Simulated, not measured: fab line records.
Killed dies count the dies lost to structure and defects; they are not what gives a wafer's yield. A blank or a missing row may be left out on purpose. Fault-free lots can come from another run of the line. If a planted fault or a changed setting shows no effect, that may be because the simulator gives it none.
fab line records | flow n5-finfet
record lots=7 | wafers=39
route steps=1938 shown PMOS_HMC_CHANNEL_EPI@78 FIN_CUT@176 DUMMY_GATE@214 SD_EPI_P@321 GATE_CUT@466 MOL_CONTACT_COAG@532 BEOL_M4@1111
start-h: start of the lot's first displayed wafer, in hours after the record's first day | wait-h: hours elapsed since this lot's preceding step | " identical to the entry in the row above | L1.1+2: several wafers, shown together as one row | - no value present, or no start provided | * or withheld: withheld | < > ~ a bound
route shown NAME@n: names a module that has steps shown in the file, with the first one's number in the route | usual: average and standard deviation across the fault-free wafers | same: alike in all rows | chamber/n: place in a boat | sites: each site's reading | _std_site: the standard deviation of these | _edge_site: mean of outer sites minus mean of inner sites | radius-mm: for every site, how far away it sits from the centre of the wafer | mask NAME#n: copy n | behind: the last tool/chamber to shape the wafer | hold: the reason the lot was held/the length of the hold in hours/how it ended | device: transistor that didn't switch, given as n, p or np | end of line: tests run on the same wafers once the route is complete | where a step has no rows: the recipe by itself | killed: not the wafer's yield, but the dies lost to structure and defects at the first sort | map: the dies of a wafer, with x for killed, . for not killed, _ for no die there
set.NAME: the setting that was run; set.NAME@STEP: the one run at that earlier step | model.NAME: the simulator's own value behind a step, which no gauge read
lots where settings were altered on purpose, with a table for each step and a row for each wafer
## steps
# step N5_PMOS_HMC_CHANNEL_EPI_EPI_20
# recipe material=SiGe30 | mask-material=SiO2 | pressure-torr=20 | target-thk-a=590 | temp-c=600
# step N5_FIN_CUT_CUT_ETCH_15
# recipe chemistry=HBr/Cl2/O2 | target=Si | target-depth-a=1000 | bt-time-s=10 | mask-material=SOC | time-s=42.4 | ion-energy-ev=* | bias-w=* | pressure-mtorr=10 | icp-w=800 | HBr_flow_sccm=150 | Cl2_flow_sccm=80 | O2_flow_sccm=12
# step N5_DUMMY_GATE_ALD_02
# recipe material=SiO2 | target-thk-a=20 | temp-c=300 | ald-precursor-family=BDEAS | ald-co-reactant=O2-plasma | pulse-time-s=1 | pressure-torr=2
# step N5_SD_EPI_P_EPI_21
# recipe material=SiGe:B | dopant=B | temp-c=550 | pressure-torr=20 | ambient=H2 | time-s=355
# step N5_GATE_CUT_ETCH_56
# recipe chemistry=Cl2/Ar | target=TiN | target-depth-a=216 | pressure-mtorr=10 | icp-w=600 | bias-w=60 | Cl2_flow_sccm=40 | Ar_flow_sccm=60
# step N5_MOL_CONTACT_COAG_ETCH_106
# recipe chemistry=N2/H2 | target=SOC | target-depth-a=800 | overetch-a=160 | mask-material=SiARC | temp-c=40 | time-s=120 | ion-energy-ev=200 | pressure-mtorr=30 | source-w=840 | bias-w=150 | n2-flow-sccm=200 | h2-flow-sccm=200
# step N5_MOL_CONTACT_COAG_VIA_ETCH_46
# recipe chemistry=C4F6/O2 | target-depth-a=460 | overetch-a=92 | mask-material=SOC | target=SiO2 | bias-w=455 | pressure-mtorr=10 | time-s=40 | source-w=325 | Ar_flow_sccm=300 | C4F6_flow_sccm=10 | O2_flow_sccm=10 | ion-energy-ev=575.3 | ends=end-point
# step N5_BEOL_M4_RC_MEAS_101
# usual RS_SD_P=65.8/1.1
lot.wafer | tool      | chamber | start-h | wait-h | set.temp-c@PMOS_HMC_CHANNEL_EPI_EPI_20 | set.time-s@FIN_CUT_CUT_ETCH_15 | set.target-thk-a@DUMMY_GATE_ALD_02 | set.epi-growth-time-s@SD_EPI_P_EPI_21 | set.Cl2_flow_sccm@GATE_CUT_ETCH_56 | set.source-w@MOL_CONTACT_COAG_ETCH_106 | set.bias-w@MOL_CONTACT_COAG_VIA_ETCH_46 | RS_SD_P[ohm/sq]
L074.3    | prober-02 | 0       | 173.13  | 0.3    | 600                                    | 42.4                           | 20                                 | 355                                   | 40                                 | 840                                    | 455                                     | 68.7
L074.4    | "         | 0       | "       | "      | 600                                    | 42.4                           | 20                                 | 355                                   | 40                                 | 840                                    | 455                                     | 68.8
L074.6    | "         | 0       | "       | "      | 600                                    | 42.4                           | 20                                 | 355                                   | 40                                 | 840                                    | 455                                     | 68.9
L077.1    | prober-02 | 0       | 181.49  | 0.0    | 595.3                                  | 42.4                           | 20                                 | 355                                   | 40                                 | 840                                    | 455                                     | 66.6
L077.2    | "         | 0       | "       | "      | 595.3                                  | 42.4                           | 20                                 | 355                                   | 47.05                              | 840                                    | 422.3                                   | 65.9
L077.3    | "         | 0       | "       | "      | 600                                    | 42.4                           | 17.81                              | 327                                   | 40                                 | 840                                    | 422.3                                   | 69.3
L077.4    | "         | 0       | "       | "      | 595.3                                  | 47.82                          | 17.81                              | 355                                   | 47.05                              | 840                                    | 455                                     | 66.1
L077.5    | "         | 0       | "       | "      | 600                                    | 47.82                          | 20                                 | 327                                   | 40                                 | 840                                    | 455                                     | 69.7
L077.6    | "         | 0       | "       | "      | 600                                    | 47.82                          | 17.81                              | 327                                   | 47.05                              | 840                                    | 422.3                                   | 70.1
L078.1    | prober-01 | 0       | 197.43  | 0.0    | 600                                    | 42.4                           | 20                                 | 338.6                                 | 40                                 | 840                                    | 482.2                                   | 70.7
L078.2    | "         | 0       | "       | "      | 600                                    | 34.1                           | 21.28                              | 338.6                                 | 44.01                              | 840                                    | 455                                     | 68.8
L078.3    | "         | 0       | "       | "      | 600                                    | 42.4                           | 21.28                              | 338.6                                 | 44.01                              | 840                                    | 482.2                                   | 70.6
L078.4    | "         | 0       | "       | "      | 600                                    | 42.4                           | 20                                 | 355                                   | 44.01                              | 840                                    | 455                                     | 67.3
L078.5    | "         | 0       | "       | "      | 600                                    | 34.1                           | 21.28                              | 355                                   | 40                                 | 840                                    | 455                                     | 67.0
L078.6    | "         | 0       | "       | "      | 600                                    | 34.1                           | 20                                 | 355                                   | 40                                 | 840                                    | 482.2                                   | 67.6
L082.1    | prober-01 | 0       | 220.24  | 0.0    | 600                                    | 42.4                           | 21.69                              | 355                                   | 45.63                              | 840                                    | 455                                     | 66.6
L082.2    | "         | 0       | "       | "      | 600                                    | 39.05                          | 20                                 | 355                                   | 40                                 | 891.3                                  | 455                                     | 66.6
L082.3    | "         | 0       | "       | "      | 602.4                                  | 42.4                           | 21.69                              | 355                                   | 40                                 | 891.3                                  | 455                                     | 67.3
L082.4    | "         | 0       | "       | "      | 600                                    | 39.05                          | 21.69                              | 355                                   | 40                                 | 840                                    | 488.6                                   | 66.1
L082.5    | "         | 0       | "       | "      | 602.4                                  | 42.4                           | 20                                 | 355                                   | 45.63                              | 840                                    | 488.6                                   | 65.2
L082.6    | "         | 0       | "       | "      | 602.4                                  | 39.05                          | 20                                 | 355                                   | 45.63                              | 891.3                                  | 488.6                                   | 65.7
L084.1    | prober-02 | 0       | 234.37  | 0.0    | 600                                    | 42.4                           | 20                                 | 355                                   | 40                                 | 840                                    | 512.2                                   | 66.1
L084.2    | "         | 0       | "       | "      | 606                                    | 42.4                           | 20                                 | 355                                   | 42.61                              | 840                                    | 512.2                                   | 67.0
L084.3    | "         | 0       | "       | "      | 606                                    | 42.4                           | 20                                 | 355                                   | 40                                 | 840                                    | 455                                     | 67.0
L084.4    | "         | 0       | "       | "      | 600                                    | 42.4                           | 17.97                              | 355                                   | 40                                 | 840                                    | 512.2                                   | 66.1
L084.5    | "         | 0       | "       | "      | 600                                    | 42.4                           | 17.97                              | 355                                   | 42.61                              | 840                                    | 455                                     | 65.1
L084.6    | "         | 0       | "       | "      | 606                                    | 42.4                           | 17.97                              | 355                                   | 42.61                              | 840                                    | 455                                     | 65.9
L094.1    | prober-02 | 0       | 305.07  | 0.0    | 600                                    | 48.33                          | 21.37                              | 355                                   | 40                                 | 840                                    | 491.4                                   | 64.1
L094.2    | "         | 0       | "       | "      | 600                                    | 42.4                           | 21.37                              | 355                                   | 32.04                              | 736.9                                  | 455                                     | 63.6
L094.3    | "         | 0       | "       | "      | 603                                    | 42.4                           | 20                                 | 355                                   | 40                                 | 840                                    | 455                                     | 64.4
L094.4    | "         | 0       | "       | "      | 600                                    | 48.33                          | 20                                 | 388.4                                 | 40                                 | 736.9                                  | 455                                     | 60.3
L094.5    | "         | 0       | "       | "      | 603                                    | 48.33                          | 21.37                              | 388.4                                 | 32.04                              | 840                                    | 491.4                                   | 61.0
L094.6    | "         | 0       | "       | "      | 603                                    | 42.4                           | 20                                 | 388.4                                 | 32.04                              | 736.9                                  | 491.4                                   | 60.3
L093.1    | prober-02 | 0       | 317.33  | 0.0    | 600                                    | 32.97                          | 21.87                              | 355                                   | 47.94                              | 886.3                                  | 455                                     | 66.1
L093.2    | "         | 0       | "       | "      | 600                                    | 32.97                          | 20                                 | 355                                   | 47.94                              | 840                                    | 487                                     | 66.7
L093.3    | "         | 0       | "       | "      | 597.1                                  | 32.97                          | 21.87                              | 355                                   | 40                                 | 886.3                                  | 487                                     | 66.5
L093.4    | "         | 0       | "       | "      | 600                                    | 42.4                           | 20                                 | 355                                   | 40                                 | 886.3                                  | 455                                     | 67.1
L093.5    | "         | 0       | "       | "      | 597.1                                  | 42.4                           | 21.87                              | 355                                   | 40                                 | 840                                    | 487                                     | 66.8
L093.6    | "         | 0       | "       | "      | 597.1                                  | 42.4                           | 20                                 | 355                                   | 47.94                              | 840                                    | 455                                     | 67.6
## key
split step=N5_PMOS_HMC_CHANNEL_EPI_EPI_20 | setting=temp-c | stated-as=600
response none clear
split step=N5_FIN_CUT_CUT_ETCH_15 | setting=time-s | stated-as=42.4
response none clear
split step=N5_DUMMY_GATE_ALD_02 | setting=target-thk-a | stated-as=20
response none clear
split step=N5_SD_EPI_P_EPI_21 | setting=epi-growth-time-s | stated-as=355
response step=N5_BEOL_M4_RC_MEAS_101 | reading=RS_SD_P | slope=-0.406 | per=1% | together-with=all | explained=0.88
split step=N5_GATE_CUT_ETCH_56 | setting=Cl2_flow_sccm | stated-as=40
response none clear
split step=N5_MOL_CONTACT_COAG_ETCH_106 | setting=source-w | stated-as=840
response none clear
split step=N5_MOL_CONTACT_COAG_VIA_ETCH_46 | setting=bias-w | stated-as=455
response none clear
